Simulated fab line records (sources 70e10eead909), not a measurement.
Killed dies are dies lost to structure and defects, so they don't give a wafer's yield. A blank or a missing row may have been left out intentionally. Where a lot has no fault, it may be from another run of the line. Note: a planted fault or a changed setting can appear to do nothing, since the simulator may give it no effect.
fab line records + flow nand_harc
record:
- lots: 12
- wafers: 36
- last_day: 32
route steps=1302 shown P_START@1 P_ZERO_WELL@9 END@1302
lots with no fault: from the same line, run without faults
start_h: the number of hours between the record's first day and the start of the first shown wafer of the lot + wait_h: time in hours since the lot's previous step + " same as the row above + L1.1+2: one row covering several wafers at once + - value missing, or start not given + * or withheld: withheld + < > ~ a bound
route shown NAME@n: NAME is a module with steps in the file, n the number in the route of the first one + usual: mean and standard deviation over wafers with no fault + same: alike in all rows + chamber/n: place in a boat + sites: per-site readings + _std_site: the values' standard deviation + _edge_site: outer sites' mean less inner sites' + radius_mm: how far each site lies from the wafer's centre + mask NAME#n: copy n + behind: the last tool/chamber to shape the wafer + hold: what put the lot on hold/how long, in hours/how the hold closed + device: the n, p or np transistor that did not switch + end of line: the route-end tests of the same wafers + where a step has no rows: the recipe by itself + killed: dies that structure and defects cost at the first sort, which is not the same as the wafer's yield + map: per-die view of a wafer (x killed, . not killed, _ where there is no die)
set.NAME: the setting the step ran with; set.NAME@STEP: the setting that earlier step ran with + model.NAME: the simulator's own value behind a step, which no gauge read
steps of the route over a sample of lots; a table a step, a row a wafer
services: the hour from which a tool's chamber was out of use, counted from the record's first day as start_h (under 0 if before that day), plus the number of hours and why
== steps ==
step: NHARC_P_START_INSPECT_01
usual:
- raw_defect_count: 3.6/1.8
| lot.wafer | tool              | chamber | start_h | wait_h | raw_defect_count |
|-----------|-------------------|---------|---------|--------|------------------|
| L854.1    | defect_inspect-01 | -       | 20.04   | -      | 3                |
| L854.2    | "                 | -       | "       | "      | 5                |
| L854.5    | "                 | -       | "       | "      | 2                |
| L855.1    | defect_inspect-02 | -       | 30.04   | -      | 3                |
| L855.2    | "                 | -       | "       | "      | 2                |
| L855.6    | "                 | -       | "       | "      | 3                |
| L857.1    | defect_inspect-01 | -       | 50.04   | -      | 5                |
| L857.2    | "                 | -       | "       | "      | 2                |
| L857.6    | "                 | -       | "       | "      | 3                |
| L862.1    | defect_inspect-01 | -       | 100.03  | -      | 3                |
| L862.2    | "                 | -       | "       | "      | 7                |
| L862.5    | "                 | -       | "       | "      | 4                |
| L864.4    | defect_inspect-01 | -       | 120.05  | -      | 3                |
| L864.5    | "                 | -       | "       | "      | 3                |
| L864.6    | "                 | -       | "       | "      | 9                |
| L866.3    | defect_inspect-01 | -       | 140.05  | -      | 7                |
| L866.4    | "                 | -       | "       | "      | 1                |
| L866.5    | "                 | -       | "       | "      | 5                |
| L869.2    | defect_inspect-02 | -       | 170.04  | -      | 7                |
| L869.5    | "                 | -       | "       | "      | 2                |
| L869.6    | "                 | -       | "       | "      | 4                |
| L870.1    | defect_inspect-02 | -       | 180.03  | -      | 4                |
| L870.2    | "                 | -       | "       | "      | 4                |
| L870.4    | "                 | -       | "       | "      | 3                |
| L871.1    | defect_inspect-01 | -       | 190.04  | -      | 4                |
| L871.3    | "                 | -       | "       | "      | 3                |
| L871.4    | "                 | -       | "       | "      | 4                |
| L872.1    | defect_inspect-02 | -       | 200.03  | -      | 1                |
| L872.4    | "                 | -       | "       | "      | 3                |
| L872.5    | "                 | -       | "       | "      | 4                |
| L875.1    | defect_inspect-02 | -       | 230.03  | -      | 3                |
| L875.2    | "                 | -       | "       | "      | 2                |
| L875.4    | "                 | -       | "       | "      | 2                |
| L877.2    | defect_inspect-02 | -       | 250.04  | -      | 3                |
| L877.3    | "                 | -       | "       | "      | 4                |
| L877.4    | "                 | -       | "       | "      | 3                |
step: NHARC_P_ZERO_WELL_SOFTBAKE_06
recipe:
- temp_c: 125
- time_s: 70
usual:
- exhaust_pa: 45.1/0.78
- heater_power_total_W: 200.9/1.3
| lot.wafer | tool           | chamber | start_h | wait_h | exhaust_pa | heater_power_total_W |
|-----------|----------------|---------|---------|--------|------------|----------------------|
| L854.1    | litho_track-03 | 0       | 20      | -      | 44.6       | 199.0                |
| L854.2    | "              | 0       | "       | "      | 46.4       | 199.4                |
| L854.5    | "              | 0       | "       | "      | 45.3       | 200.9                |
| L855.1    | litho_track-05 | 0       | 30      | -      | 45.3       | 201.1                |
| L855.2    | "              | 0       | "       | "      | 43.5       | 199.4                |
| L855.6    | "              | 0       | "       | "      | 44.6       | 199.2                |
| L857.1    | litho_track-03 | 0       | 50      | -      | 45.3       | 200.7                |
| L857.2    | "              | 0       | "       | "      | 45.3       | 201.7                |
| L857.6    | "              | 0       | "       | "      | 44.9       | 199.7                |
| L862.1    | litho_track-05 | 0       | 101     | -      | 44.2       | 202.6                |
| L862.2    | "              | 0       | "       | "      | 44.9       | 202.2                |
| L862.5    | "              | 0       | "       | "      | 46.8       | 200.1                |
| L864.4    | litho_track-05 | 0       | 120     | -      | 45.3       | 201.8                |
| L864.5    | "              | 0       | "       | "      | 47.0       | 513.6                |
| L864.6    | "              | 0       | "       | "      | 45.3       | 202.0                |
| L866.3    | litho_track-05 | 0       | 140     | -      | 45.7       | 201.1                |
| L866.4    | "              | 0       | "       | "      | 45.8       | 201.7                |
| L866.5    | "              | 0       | "       | "      | 45.9       | 522.2                |
| L869.2    | litho_track-03 | 0       | 170     | -      | 44.7       | 202.4                |
| L869.5    | "              | 0       | "       | "      | 45.9       | 201.6                |
| L869.6    | "              | 0       | "       | "      | 45.9       | 202.3                |
| L870.1    | litho_track-03 | 0       | 180     | -      | 45.9       | 199.9                |
| L870.2    | "              | 0       | "       | "      | 44.2       | 199.5                |
| L870.4    | "              | 0       | "       | "      | 45.2       | 200.6                |
| L871.1    | litho_track-03 | 0       | 190     | -      | 43.7       | 198.8                |
| L871.3    | "              | 0       | "       | "      | 43.9       | 200.9                |
| L871.4    | "              | 0       | "       | "      | 43.3       | 201.4                |
| L872.1    | litho_track-07 | 0       | 200     | -      | 46.5       | 201.0                |
| L872.4    | "              | 0       | "       | "      | 45.1       | 201.3                |
| L872.5    | "              | 0       | "       | "      | 47.1       | 198.9                |
| L875.1    | litho_track-05 | 0       | 230     | -      | 44.7       | 200.2                |
| L875.2    | "              | 0       | "       | "      | 46.0       | 202.4                |
| L875.4    | "              | 0       | "       | "      | 46.0       | 201.1                |
| L877.2    | litho_track-07 | 0       | 250     | -      | 43.7       | 202.6                |
| L877.3    | "              | 0       | "       | "      | 45.1       | 202.6                |
| L877.4    | "              | 0       | "       | "      | 45.2       | 199.6                |
step: NHARC_P_ZERO_WELL_CD_MEAS_11
recipe:
- target_cd_nm: 500
- landing_energy_ev: 500
usual:
- cd_nm: 500.2/2.1
| lot.wafer | tool      | chamber | start_h | wait_h | cd_nm |
|-----------|-----------|---------|---------|--------|-------|
| L854.1    | cd_sem-02 | 0       | 21.23   | -      | 499.9 |
| L854.2    | "         | 0       | "       | "      | 501.3 |
| L854.5    | "         | 0       | "       | "      | 497.7 |
| L855.1    | cd_sem-02 | 0       | 31.11   | -      | 495.4 |
| L855.2    | "         | 0       | "       | "      | 501.2 |
| L855.6    | "         | 0       | "       | "      | 498.6 |
| L857.1    | cd_sem-01 | 0       | 51.31   | -      | 499.0 |
| L857.2    | "         | 0       | "       | "      | 499.5 |
| L857.6    | "         | 0       | "       | "      | 502.3 |
| L862.1    | cd_sem-03 | 0       | 101.39  | -      | 504.9 |
| L862.2    | "         | 0       | "       | "      | 501.5 |
| L862.5    | "         | 0       | "       | "      | 499.1 |
| L864.4    | cd_sem-03 | 0       | 121.23  | -      | 502.1 |
| L864.5    | "         | 0       | "       | "      | 487.9 |
| L864.6    | "         | 0       | "       | "      | 499.1 |
| L866.3    | cd_sem-03 | 0       | 141.13  | -      | 498.3 |
| L866.4    | "         | 0       | "       | "      | 499.1 |
| L866.5    | "         | 0       | "       | "      | 488.5 |
| L869.2    | cd_sem-01 | 0       | 171.24  | -      | 501.1 |
| L869.5    | "         | 0       | "       | "      | 497.2 |
| L869.6    | "         | 0       | "       | "      | 498.5 |
| L870.1    | cd_sem-01 | 0       | 181.13  | -      | 497.4 |
| L870.2    | "         | 0       | "       | "      | 494.8 |
| L870.4    | "         | 0       | "       | "      | 497.5 |
| L871.1    | cd_sem-01 | 0       | 191.25  | -      | 498.3 |
| L871.3    | "         | 0       | "       | "      | 499.4 |
| L871.4    | "         | 0       | "       | "      | 501.0 |
| L872.1    | cd_sem-01 | 0       | 201.25  | -      | 502.1 |
| L872.4    | "         | 0       | "       | "      | 503.1 |
| L872.5    | "         | 0       | "       | "      | 500.5 |
| L875.1    | cd_sem-03 | 0       | 231.11  | -      | 498.9 |
| L875.2    | "         | 0       | "       | "      | 501.8 |
| L875.4    | "         | 0       | "       | "      | 499.3 |
| L877.2    | cd_sem-03 | 0       | 251.36  | -      | 503.4 |
| L877.3    | "         | 0       | "       | "      | 504.6 |
| L877.4    | "         | 0       | "       | "      | 500.2 |
step: NHARC_P_ZERO_WELL_DESCUM_39
recipe:
- time_s: 3
- o2_flow_sccm: 200
- ar_flow_sccm: 0
- bias_power_w: 0
- chemistry: O2
usual:
- drypump_motor_current_A: 6.0/0.33
- oes_product_au: 1.000/0.013
- rf_vpp_V: 57.5/0.81
- showerhead_plenum_p_Torr: 1.87/0.07
- throttle_valve_pct: 11.311/0.0089
| lot.wafer | tool        | chamber | start_h | wait_h | drypump_motor_current_A | oes_product_au | rf_hours_counter_h | rf_vpp_V | showerhead_plenum_p_Torr | throttle_valve_pct |
|-----------|-------------|---------|---------|--------|-------------------------|----------------|--------------------|----------|--------------------------|--------------------|
| L854.1    | rie_diel-02 | 0       | 24.29   | -      | 6.1                     | 0.987          | 47                 | 58.0     | 1.78                     | 11.320             |
| L854.2    | "           | 1       | "       | "      | 5.8                     | 0.996          | 50                 | 57.6     | 2.00                     | 11.304             |
| L854.5    | "           | 2       | "       | "      | 6.4                     | 1.014          | -                  | 57.3     | 1.78                     | 11.307             |
| L855.1    | rie_diel-02 | 2       | 34.30   | -      | 6.5                     | 1.026          | 50                 | 57.1     | 1.78                     | 11.318             |
| L855.2    | "           | 3       | "       | "      | 5.5                     | 1.000          | 46                 | 57.1     | 1.88                     | 11.306             |
| L855.6    | "           | 1       | "       | "      | 5.8                     | 1.001          | -                  | 58.9     | 2.00                     | 11.309             |
| L857.2    | rie_diel-02 | 0       | 54.44   | -      | 6.1                     | 1.000          | 1                  | 57.4     | 1.78                     | 11.319             |
| L857.1    | "           | 1       | "       | "      | 5.8                     | 1.017          | 2                  | 59.2     | 2.00                     | 11.325             |
| L857.6    | "           | 1       | "       | "      | 5.9                     | 1.015          | -                  | 60.4     | 2.00                     | 11.304             |
| L862.1    | rie_diel-09 | 2       | 104.53  | -      | 6.1                     | 0.993          | 49                 | 57.3     | 1.83                     | 11.304             |
| L862.2    | "           | 3       | "       | "      | 5.8                     | 0.976          | 48                 | 57.1     | 1.94                     | 11.319             |
| L862.5    | "           | 1       | "       | "      | 6.2                     | 0.984          | -                  | 57.0     | 1.90                     | 11.302             |
| L864.4    | rie_diel-02 | 1       | 124.26  | -      | 5.9                     | 1.008          | 11                 | 57.5     | 1.99                     | 11.302             |
| L864.6    | "           | 3       | "       | "      | 5.5                     | 1.003          | -                  | 57.2     | 1.87                     | 11.305             |
| L864.5    | "           | 0       | "       | "      | 6.1                     | 1.007          | -                  | 56.9     | 1.77                     | 11.320             |
| L866.3    | rie_diel-02 | 3       | 150.18  | -      | 5.5                     | 0.989          | 33                 | 58.3     | 1.87                     | 11.309             |
| L866.4    | "           | 1       | "       | "      | 5.8                     | 1.011          | 18                 | 58.5     | 1.99                     | 11.316             |
| L866.5    | "           | 3       | "       | "      | 5.5                     | 0.991          | -                  | 57.4     | 1.87                     | 11.310             |
| L869.2    | rie_diel-02 | 3       | 174.68  | -      | 5.5                     | 0.981          | 43                 | 57.7     | 1.87                     | 11.302             |
| L869.6    | "           | 2       | "       | "      | 6.5                     | 0.998          | -                  | 56.5     | 1.77                     | 11.310             |
| L869.5    | "           | 3       | "       | "      | 5.5                     | 0.986          | -                  | 58.4     | 1.87                     | 11.298             |
| L870.2    | rie_diel-09 | 3       | 184.32  | -      | 5.8                     | 1.002          | 13                 | 57.8     | 1.93                     | 11.310             |
| L870.4    | "           | 0       | "       | "      | 6.1                     | 1.025          | 11                 | 57.5     | 1.91                     | 11.320             |
| L870.1    | "           | 2       | "       | "      | 6.1                     | 1.004          | 13                 | 58.3     | 1.82                     | 11.318             |
| L871.3    | rie_diel-09 | 0       | 194.27  | -      | 6.0                     | 1.026          | 12                 | 57.5     | 1.91                     | 11.320             |
| L871.4    | "           | 1       | "       | "      | 6.2                     | 1.001          | 12                 | 56.7     | 1.89                     | 11.304             |
| L871.1    | "           | 2       | "       | "      | 6.1                     | 1.020          | 14                 | 56.8     | 1.82                     | 11.306             |
| L872.4    | rie_diel-02 | 3       | 204.50  | -      | 5.5                     | 0.986          | 49                 | 56.9     | 1.86                     | 11.295             |
| L872.1    | "           | 0       | "       | "      | 6.1                     | 0.997          | 42                 | 56.8     | 1.76                     | 11.315             |
| L872.5    | "           | 0       | "       | "      | 6.1                     | 0.989          | -                  | 57.5     | 1.76                     | 11.310             |
| L875.4    | rie_diel-10 | 2       | 234.17  | -      | 5.8                     | 0.988          | 63                 | 57.0     | 1.89                     | 11.323             |
| L875.1    | "           | 3       | "       | "      | 6.3                     | 1.006          | 64                 | 57.6     | 1.89                     | 11.313             |
| L875.2    | "           | 1       | "       | "      | 5.0                     | 1.005          | 66                 | 57.9     | 1.96                     | 11.290             |
| L877.4    | rie_diel-10 | 3       | 254.52  | -      | 6.2                     | 1.011          | 1                  | 56.6     | 1.89                     | 11.301             |
| L877.2    | "           | 1       | "       | "      | 5.0                     | 0.990          | 1                  | 57.2     | 1.96                     | 11.300             |
| L877.3    | "           | 2       | "       | "      | 5.7                     | 0.995          | 1                  | 58.3     | 1.89                     | 11.309             |
step: NHARC_P_ZERO_WELL_DESCUM_54
recipe:
- time_s: 3
- o2_flow_sccm: 200
- ar_flow_sccm: 0
- bias_power_w: 0
- chemistry: O2
usual:
- drypump_motor_current_A: 6.0/0.33
- oes_product_au: 0.999/0.014
- rf_vpp_V: 57.7/0.92
- showerhead_plenum_p_Torr: 1.89/0.074
- throttle_valve_pct: 11.312/0.0088
| lot.wafer | tool        | chamber | start_h | wait_h | drypump_motor_current_A | oes_product_au | rf_hours_counter_h | rf_vpp_V | showerhead_plenum_p_Torr | throttle_valve_pct |
|-----------|-------------|---------|---------|--------|-------------------------|----------------|--------------------|----------|--------------------------|--------------------|
| L854.1    | rie_diel-09 | 2       | 25.82   | -      | 6.1                     | 0.998          | 14                 | 57.5     | 1.84                     | 11.314             |
| L854.2    | "           | 0       | "       | "      | 6.0                     | 1.011          | 16                 | 57.9     | 1.93                     | 11.321             |
| L854.5    | "           | 3       | "       | "      | 5.9                     | 0.981          | -                  | 58.6     | 1.95                     | 11.303             |
| L855.1    | rie_diel-10 | 3       | 35.92   | -      | 6.2                     | 1.036          | 50                 | 58.7     | 1.92                     | 11.328             |
| L855.2    | "           | 0       | "       | "      | 5.7                     | 1.005          | 44                 | 58.2     | 1.91                     | 11.315             |
| L855.6    | "           | 3       | "       | "      | 6.2                     | 1.028          | -                  | 59.2     | 1.92                     | 11.316             |
| L857.2    | rie_diel-02 | 1       | 56.08   | -      | 5.8                     | 1.007          | 2                  | 58.9     | 2.00                     | 11.312             |
| L857.1    | "           | 3       | "       | "      | 5.5                     | 0.990          | 1                  | 58.0     | 1.88                     | 11.297             |
| L857.6    | "           | 2       | "       | "      | 6.4                     | 0.985          | -                  | 57.8     | 1.78                     | 11.301             |
| L862.2    | rie_diel-09 | 2       | 106.16  | -      | 6.2                     | 0.995          | 50                 | 58.8     | 1.83                     | 11.295             |
| L862.1    | "           | 3       | "       | "      | 5.9                     | 0.971          | 49                 | 57.1     | 1.94                     | 11.307             |
| L862.5    | "           | 0       | "       | "      | 6.1                     | 1.012          | -                  | 57.6     | 1.92                     | 11.314             |
| L864.4    | rie_diel-09 | 0       | 125.76  | -      | 6.0                     | 1.010          | 56                 | 57.8     | 1.92                     | 11.313             |
| L864.6    | "           | 3       | "       | "      | 5.8                     | 0.976          | -                  | 58.1     | 1.94                     | 11.305             |
| L864.5    | "           | 0       | "       | "      | 6.0                     | 1.015          | -                  | 58.0     | 1.92                     | 11.303             |
| L866.4    | rie_diel-10 | 3       | 151.82  | -      | 6.2                     | 1.015          | 31                 | 58.6     | 1.90                     | 11.313             |
| L866.3    | "           | 1       | "       | "      | 5.0                     | 1.009          | 31                 | 60.4     | 1.97                     | 11.313             |
| L866.5    | "           | 3       | "       | "      | 6.2                     | 1.010          | -                  | 58.7     | 1.91                     | 11.313             |
| L869.2    | rie_diel-02 | 1       | 176.35  | -      | 5.8                     | 0.996          | 27                 | 58.8     | 1.99                     | 11.317             |
| L869.6    | "           | 2       | "       | "      | 6.5                     | 0.999          | -                  | 55.9     | 1.77                     | 11.306             |
| L869.5    | "           | 3       | "       | "      | 5.5                     | 0.976          | -                  | 57.2     | 1.87                     | 11.306             |
| L870.2    | rie_diel-02 | 1       | 185.97  | -      | 5.9                     | 0.991          | 27                 | 57.7     | 1.99                     | 11.310             |
| L870.4    | "           | 3       | "       | "      | 5.5                     | 0.973          | 45                 | 58.2     | 1.87                     | 11.286             |
| L870.1    | "           | 0       | "       | "      | 6.2                     | 0.992          | 38                 | 58.1     | 1.76                     | 11.319             |
| L871.3    | rie_diel-09 | 1       | 195.92  | -      | 6.2                     | 1.004          | 12                 | 57.5     | 1.89                     | 11.315             |
| L871.1    | "           | 2       | "       | "      | 6.2                     | 1.012          | 14                 | 57.9     | 1.82                     | 11.306             |
| L871.4    | "           | 3       | "       | "      | 5.8                     | 0.989          | 14                 | 57.5     | 1.93                     | 11.310             |
| L872.4    | rie_diel-02 | 2       | 206.14  | -      | 6.4                     | 1.000          | 48                 | 56.7     | 1.77                     | 11.307             |
| L872.1    | "           | 3       | "       | "      | 5.5                     | 0.985          | 49                 | 57.8     | 1.86                     | 11.307             |
| L872.5    | "           | 2       | "       | "      | 6.5                     | 1.008          | -                  | 58.0     | 1.77                     | 11.327             |
| L875.2    | rie_diel-09 | 3       | 235.73  | -      | 5.8                     | 0.995          | 26                 | 59.1     | 1.93                     | 11.310             |
| L875.4    | "           | 0       | "       | "      | 6.0                     | 1.041          | 26                 | 57.4     | 1.91                     | 11.315             |
| L875.1    | "           | 2       | "       | "      | 6.1                     | 1.015          | 29                 | 56.8     | 1.81                     | 11.313             |
| L877.4    | rie_diel-10 | 2       | 256.20  | -      | 5.7                     | 1.004          | 1                  | 58.0     | 1.89                     | 11.310             |
| L877.2    | "           | 3       | "       | "      | 6.2                     | 1.014          | 1                  | 56.0     | 1.89                     | 11.313             |
| L877.3    | "           | 0       | "       | "      | 5.8                     | 1.009          | 1                  | 57.3     | 1.88                     | 11.305             |
step: NHARC_END_SORT_01
recipe:
- temp_c: 25
usual:
- killed_at_array: 61/26
- killed_at_other: 0.8/1.1
- killed_at_periphery: 4.0/2.6
- killed_dies: 66/26
- killed_open: 3.1/1.7
- killed_short: 2.5/1.5
same:
- gross_dies: 677
| lot.wafer | tool      | chamber | start_h | wait_h | killed_at_array | killed_at_other | killed_at_periphery | killed_dies | killed_open | killed_short |
|-----------|-----------|---------|---------|--------|-----------------|-----------------|---------------------|-------------|-------------|--------------|
| L864.4    | prober-01 | 0       | 667.89  | 3.4    | 48              | 1               | 4                   | 53          | 5           | 2            |
| L864.5    | prober-01 | 0       | 668.69  | 3.7    | 50              | 0               | 2                   | 52          | 0           | 2            |
| L864.6    | prober-01 | 0       | 669.50  | 4.0    | 54              | 0               | 3                   | 57          | 3           | 3            |
| L871.1    | prober-01 | 0       | 720.06  | 2.5    | 31              | 4               | 1                   | 36          | 1           | 3            |
| L871.3    | prober-01 | 0       | 721.64  | 3.1    | 32              | 1               | 7                   | 40          | 0           | 4            |
| L871.4    | prober-01 | 0       | 722.44  | 3.4    | 28              | 1               | 2                   | 31          | 1           | 6            |
killed by level:class
L864.4 A_SLIT:chamber_film_flake=37 A_CONTACT:chamber_film_flake=4 P_GATE:chamber_film_flake=2 P_CONTACT:geometric_particle:open=1 P_M1:geometric_particle:open=1 A_DECK1_JOINT:geometric_particle:short=1 A_CONTACT:geometric_particle:open=1 A_M0:geometric_particle:open=1
L864.5 A_SLIT:chamber_film_flake=39 A_CONTACT:chamber_film_flake=3 P_STI:chamber_film_flake=2 A_CHANNEL_HOLE_D1:chamber_film_flake=2 A_CHANNEL_HOLE_D2:chamber_film_flake=2 A_CHANNEL_FILL_D1:geometric_particle:short=1 A_DECK1_JOINT:geometric_particle:short=1 A_STAIRCASE:chamber_film_flake=1
L864.6 A_SLIT:chamber_film_flake=40 A_CHANNEL_FILL_D2:geometric_particle:open=2 A_CHANNEL_HOLE_D1:chamber_film_flake=2 A_CONTACT:chamber_film_flake=2 A_CHANNEL_FILL_D1:geometric_particle:short=1 A_DECK1_JOINT:geometric_particle:short=1 A_WL_FILL:geometric_particle:short=1 A_M0:geometric_particle:open=1
L871.1 A_CHANNEL_HOLE_D1:chamber_film_flake=12 A_SLIT:chamber_film_flake=5 A_CONTACT:chamber_film_flake=5 A_STAIRCASE:chamber_film_flake=4 THIN_TSV:chamber_film_flake=3 A_CHANNEL_FILL_D1:geometric_particle:short=2 A_CHANNEL_FILL_D2:geometric_particle:open=1 A_WL_FILL:geometric_particle:short=1
L871.3 A_CHANNEL_HOLE_D1:chamber_film_flake=17 A_ZERO_WELL:chamber_film_flake=3 A_SGD_CUT:chamber_film_flake=3 A_CHANNEL_FILL_D2:geometric_particle:short=2 P_BONDPAD:chamber_film_flake=2 A_STAIRCASE:chamber_film_flake=2 A_SLIT:chamber_film_flake=2 A_CONTACT:chamber_film_flake=2
L871.4 A_CHANNEL_HOLE_D1:chamber_film_flake=9 A_SLIT:chamber_film_flake=4 A_CONTACT:chamber_film_flake=4 A_CHANNEL_FILL_D2:geometric_particle:short=2 A_M0:geometric_particle:short=2 P_GATE:chamber_film_flake=2 A_STAIRCASE:chamber_film_flake=2 A_SGD_CUT:chamber_film_flake=2
== services ==
| tool           | chamber | start_h | hours | kind   |
|----------------|---------|---------|-------|--------|
| rie_diel-10    | -       | -2.37   | 0.5   | repair |
| rie_diel-02    | 0       | -1.83   | -     | clean  |
| rie_diel-02    | 2       | 7.41    | 6.6   | repair |
| rie_diel-10    | -       | 11.96   | 0.1   | repair |
| rie_diel-02    | 3       | 17.72   | 10.3  | repair |
| rie_diel-02    | 0       | 37.80   | 6.7   | repair |
| rie_diel-02    | -       | 40.58   | 9.0   | pm     |
| rie_diel-02    | 1       | 58.38   | 36.9  | repair |
| rie_diel-02    | 0       | 60.90   | 4.3   | repair |
| rie_diel-10    | -       | 65.57   | 9.0   | pm     |
| litho_track-07 | -       | 76.00   | 7.0   | pm     |
| rie_diel-09    | -       | 98.19   | 0.7   | repair |
| litho_track-03 | -       | 100.00  | 7.0   | pm     |
| rie_diel-09    | -       | 101.34  | 1.3   | repair |
| rie_diel-10    | 3       | 125.96  | 7.4   | repair |
| rie_diel-09    | -       | 143.14  | 9.0   | pm     |
| rie_diel-02    | 1       | 177.08  | 2.9   | repair |
| rie_diel-10    | 1       | 184.91  | 2.1   | repair |
| rie_diel-02    | 1       | 196.36  | 6.5   | repair |
| rie_diel-02    | -       | 217.58  | 9.0   | pm     |
| rie_diel-10    | -       | 242.57  | 9.0   | pm     |
| rie_diel-02    | 3       | 246.38  | 3.0   | repair |
| litho_track-07 | -       | 251.00  | 7.0   | pm     |
| rie_diel-09    | 3       | 254.32  | 1.8   | repair |
== key ==
first_sign:
- step: NHARC_P_ZERO_WELL_SOFTBAKE_06
- reading: heater_power_total_W
- direction: up
- sigmas: 99+
- usual: *
- struck: *
effect:
- step: NHARC_P_ZERO_WELL_CD_MEAS_11
- reading: cd_nm
- direction: down
- sigmas: 5.7
- usual: 500.2
- struck: 488.2
met_at NHARC_P_ZERO_WELL_SOFTBAKE_06
struck_lots L864,L866
struck_wafers L864.5,L866.5
tester_left_out L864,L866
not_acting_at NHARC_P_START_INSPECT_01,NHARC_P_ZERO_WELL_DESCUM_39,NHARC_P_ZERO_WELL_DESCUM_54
onset_between 101 120
fault:
- kind: process_parameter_drift
- tool: litho_track-05
- chamber: -
- onset_h: 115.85
- steps: NHARC_P_ZERO_WELL_SOFTBAKE_06
- channel: time_s
- offset: *
- shape: step
- end_h: 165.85
- scope: struck_wafers_only
- acts_in: *
- stated: *
tester_left_out: of these lots the tester's yield and bins aren't shown, on N5 and GAA mostly nor the transistor test; their killed dies are dies lost to structure and defects alone, not to doping, threshold or leakage, so they don't give the yield
